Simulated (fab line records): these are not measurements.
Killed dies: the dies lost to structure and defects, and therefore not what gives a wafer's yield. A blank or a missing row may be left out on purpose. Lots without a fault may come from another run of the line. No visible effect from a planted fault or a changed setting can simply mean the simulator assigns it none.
Lot-split experiment | flow n5_finfet | on a route of 1938 steps: 7 lots, 39 wafers read

== ABOUT THE SPLIT ==
At N5_DUMMY_GATE_ETCH_37 (etches SOC in N2/H2, target depth 60 nm, overetch 30 nm), the setting source_w was moved away from the recipe's 840 W on 15 of the 39 wafers read, by -16.2% to +10.6%. This setting was run at the recipe's value on the other wafers.

The split's own step is where the reading is taken.

== THE READING ==
rf_vpp_V, in V, at N5_DUMMY_GATE_ETCH_37 (etches SOC in N2/H2, target depth 60 nm, overetch 30 nm). On this fab line, fault-free wafers typically give 524.1 V with a standard deviation of 2 V.

wafer  | tool, chamber at the split | source_w as run, W | against the recipe | rf_vpp_V, V | against lot-mates on the recipe
L075.1 | rie_diel-06, 0             | 840                | recipe             | 521.7       | -
L075.2 | rie_diel-06, 3             | 840                | recipe             | 526.5       | -
L075.3 | rie_diel-06, 1             | 781.9              | -6.9%              | 535.3       | +11.5
L075.4 | rie_diel-06, 2             | 781.9              | -6.9%              | 540.2       | +16.4
L075.5 | rie_diel-06, 0             | 781.9              | -6.9%              | 534.1       | +10.3
L075.6 | rie_diel-06, 1             | 840                | recipe             | 523.2       | -
L076.1 | rie_diel-05, 3             | 840                | recipe             | 522.8       | -
L076.3 | rie_diel-05, 1             | 840                | recipe             | 525.7       | -
L076.5 | rie_diel-05, 2             | 840                | recipe             | 525.1       | -
L080.1 | rie_diel-05, 0             | 840                | recipe             | 522.0       | -
L080.2 | rie_diel-05, 1             | 840                | recipe             | 527.5       | -
L080.3 | rie_diel-05, 2             | 840                | recipe             | 526.1       | -
L080.4 | rie_diel-05, 3             | 840                | recipe             | 522.4       | -
L080.5 | rie_diel-05, 1             | 840                | recipe             | 525.0       | -
L080.6 | rie_diel-05, 0             | 840                | recipe             | 522.3       | -
L083.1 | rie_diel-06, 1             | 703.6              | -16.2%             | 555.1       | +28.5
L083.2 | rie_diel-06, 0             | 703.6              | -16.2%             | 553.6       | +27.0
L083.3 | rie_diel-06, 2             | 840                | recipe             | 528.1       | -
L083.4 | rie_diel-06, 3             | 840                | recipe             | 525.3       | -
L083.5 | rie_diel-06, 3             | 840                | recipe             | 526.3       | -
L083.6 | rie_diel-06, 0             | 703.6              | -16.2%             | 554.1       | +27.5
L094.1 | rie_diel-05, 1             | 763.3              | -9.1%              | 544.6       | +20.7
L094.2 | rie_diel-05, 0             | 763.3              | -9.1%              | 539.6       | +15.7
L094.3 | rie_diel-05, 2             | 840                | recipe             | 526.2       | -
L094.4 | rie_diel-05, 3             | 840                | recipe             | 522.6       | -
L094.5 | rie_diel-05, 0             | 840                | recipe             | 522.9       | -
L094.6 | rie_diel-05, 3             | 763.3              | -9.1%              | 539.4       | +15.5
L095.1 | rie_diel-02, 2             | 840                | recipe             | 522.8       | -
L095.2 | rie_diel-02, 0             | 840                | recipe             | 525.7       | -
L095.3 | rie_diel-02, 1             | 929.1              | +10.6%             | 505.3       | -19.1
L095.4 | rie_diel-02, 0             | 929.1              | +10.6%             | 508.5       | -15.9
L095.5 | rie_diel-02, 2             | 840                | recipe             | 524.6       | -
L095.6 | rie_diel-02, 1             | 929.1              | +10.6%             | 504.4       | -20.0
L097.1 | rie_diel-05, 3             | 840                | recipe             | 523.7       | -
L097.2 | rie_diel-05, 0             | 928.5              | +10.5%             | 504.8       | -19.2
L097.3 | rie_diel-05, 2             | 840                | recipe             | 525.3       | -
L097.4 | rie_diel-05, 1             | 928.5              | +10.5%             | 507.6       | -16.4
L097.5 | rie_diel-05, 0             | 928.5              | +10.5%             | 507.1       | -16.9
L097.6 | rie_diel-05, 3             | 840                | recipe             | 522.9       | -

FIT RESULTS
A straight line over all 39 wafers: rf_vpp_V changes by -1.78 V for each +1% of source_w; r = -0.99; the points scatter about the line by 1.9 V.
The same after taking each lot's own level away (the mean of its wafers on the recipe; 39 wafers): -1.73 V for each +1%; r = -0.99; scatter 1.8 V.
On that fit, the largest move of source_w shifts the reading by 28 V.
Measured against the standard deviation above, the lots' own levels, which go from 523.80 to 526.57 V, span 1.4 times it.
The two slopes are in agreement: the lot-to-lot level therefore moves the slope only a little.
Check: +28.3 V against its lot-mates is what the line predicts for one of the wafers moved furthest among these (-16.2%) when that wafer is left out of the fit. It came out at +28.5 V against them.
Tool readings at the split's step, against how far the setting was moved: rf_vpp_V r = -0.99.

== THESE WAFERS: OTHER SPLITS ==
Other splits were also applied to these wafers ahead of the reading. Each is held against what the fit with the lots' levels taken away leaves over:
other split on the same wafers    | wafers away from the commonest value | r with rf_vpp_V (lot level and that fit taken away)
N5_WELL_APT_IMPLANT_31 energy_kev | 18                                   | -0.24

== THE FILE'S OWN FIT ==
rf_vpp_V changes by -1.74 V for each +1% of source_w, r = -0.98.
